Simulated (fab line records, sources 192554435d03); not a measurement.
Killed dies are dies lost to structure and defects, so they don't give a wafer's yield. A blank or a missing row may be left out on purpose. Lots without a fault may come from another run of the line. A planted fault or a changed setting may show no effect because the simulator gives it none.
Chamber matching | flow n5_finfet | N5_BEOL_M5_STRIP_36 on rie_diel-05: 4 sister chambers
The step strips in N2/H2. 4 wafers are shown with their chamber, then 10 later ones without.

WAFERS WITH THEIR CHAMBER
wafer  | chamber | showerhead_plenum_p_Torr (Torr)
L086.2 | 0       | 2.42
L086.4 | 1       | 2.51
L089.2 | 2       | 2.57
L089.3 | 3       | 2.69

WAFERS WITHOUT THEIR CHAMBER
wafer  | showerhead_plenum_p_Torr (Torr)
L089.6 | 2.69
L090.4 | 2.42
L090.5 | 2.69
L090.6 | 2.51
L092.1 | 2.51
L092.2 | 2.69
L092.4 | 2.51
L096.1 | 2.41
L096.2 | 2.69
L096.3 | 2.57

WHICH CHAMBER EACH WENT THROUGH
wafer  | from the rows above | in truth
L089.6 | 3                   | 3
L090.4 | 0                   | 0
L090.5 | 3                   | 3
L090.6 | 1                   | 1
L092.1 | 1                   | 1
L092.2 | 3                   | 3
L092.4 | 1                   | 1
L096.1 | 0                   | 0
L096.2 | 3                   | 3
L096.3 | 2                   | 2
Placed correctly: 10 of 10. Can't be placed from these rows: 0. Placed wrongly: 0.
How it was worked out, from the rows above alone: a wafer's distance from a chamber is the root of the sum, over the readings, of the square of ((its reading less the chamber's mean) divided by the reading's scatter). The wafer belongs to the nearest chamber; if the next one is less than 2 further off, it can't be placed. A chamber's mean is the mean of its shown wafers. The scatter: with one shown wafer a chamber, the root of the mean of the squares of how far each hidden wafer lies from its nearest shown one.
